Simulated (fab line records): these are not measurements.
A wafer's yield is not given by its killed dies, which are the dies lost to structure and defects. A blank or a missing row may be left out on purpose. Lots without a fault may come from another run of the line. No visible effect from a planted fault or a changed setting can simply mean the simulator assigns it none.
The tool behind it: which one? + flow n5_finfet + 9 lots with 27 wafers sampled at 2 steps, on a route of 1938 steps

== WHAT THE GAUGES READ, wafer by wafer ==
N5_BEOL_M9_CD_MEAS_28: target cd 70 nm. Usual: cd_nm 70.06 nm, standard deviation 0.28.
| lot  | measured     | on        | cd_nm (nm)        | flag |
|------|--------------|-----------|-------------------|------|
| L812 | day 11 15:46 | cd_sem-01 | 70.21 70.39 69.87 |      |
| L811 | day 11 18:11 | cd_sem-02 | 69.94 69.93 70.18 |      |
| L817 | day 12 19:28 | cd_sem-01 | 70.57 70.27 70.57 |      |
| L815 | day 12 19:37 | cd_sem-01 | 70.41 70.43 70.12 |      |
| L819 | day 13 13:15 | cd_sem-02 | 70.28 69.74 69.96 |      |
| L825 | day 14 11:58 | cd_sem-01 | 70.11 71.88 70.58 |      |
| L831 | day 16 10:27 | cd_sem-03 | 69.74 69.67 70.46 |      |
| L832 | day 16 10:29 | cd_sem-01 | 69.78 70.00 70.00 |      |
| L833 | day 17 05:49 | cd_sem-03 | 70.14 69.95 70.09 |      |

== WHAT TOOL EACH LOT RAN ON (gives the tool, then ch and the chambers of the sampled wafers, and finally the start) ==
| lot  | N5_BEOL_M9_EXPOSE_25              |
|------|-----------------------------------|
| L812 | euv_scanner-02 ch 0, day 11 15:38 |
| L811 | euv_scanner-02 ch 0, day 11 18:04 |
| L817 | euv_scanner-02 ch 0, day 12 19:20 |
| L815 | euv_scanner-01 ch 0, day 12 19:29 |
| L819 | euv_scanner-02 ch 0, day 13 13:07 |
| L825 | euv_scanner-02 ch 0, day 14 11:50 |
| L831 | euv_scanner-01 ch 0, day 16 10:19 |
| L832 | euv_scanner-01 ch 0, day 16 10:22 |
| L833 | euv_scanner-01 ch 0, day 17 05:41 |
- N5_BEOL_M9_EXPOSE_25: exposes mask V8.

== WHAT THE TOOLS THEMSELVES READ (means of the sampled wafers that have a number; where no wafer has one, the mark that the record gives instead) ==
N5_BEOL_M9_EXPOSE_25. Usual: focus_offset_nm 0.0 nm, standard deviation 0.52.
| lot  | tool           | focus_offset_nm (nm) | flag |
|------|----------------|----------------------|------|
| L812 | euv_scanner-02 | 0.4                  |      |
| L811 | euv_scanner-02 | -0.1                 |      |
| L817 | euv_scanner-02 | -0.3                 |      |
| L815 | euv_scanner-01 | -0.3                 |      |
| L819 | euv_scanner-02 | 0.1                  |      |
| L825 | euv_scanner-02 | -0.0                 |      |
| L831 | euv_scanner-01 | -0.6                 |      |
| L832 | euv_scanner-01 | 0.4                  |      |
| L833 | euv_scanner-01 | -0.2                 |      |

== THE ANSWER, worked out from the rows above alone ==
Rule: take the mean of a lot's wafers that have a number; if it is more than 3 standard deviations from the usual mean, the lot is off. A lot without any number at a reading at which 4 lots or more have one is off too. Where the step has rows for the other lots, those lots are counted as sound. After the gauges, taken in route order, come the tools' own readings; for these a lot's mean is taken, as printed above. At the first step where some lot is off, the reading lying furthest off is the one used; lots without a number count as furthest.
None of the lots is off at any reading shown; this tells nothing.

== WHAT THE SIMULATOR PUT IN ==
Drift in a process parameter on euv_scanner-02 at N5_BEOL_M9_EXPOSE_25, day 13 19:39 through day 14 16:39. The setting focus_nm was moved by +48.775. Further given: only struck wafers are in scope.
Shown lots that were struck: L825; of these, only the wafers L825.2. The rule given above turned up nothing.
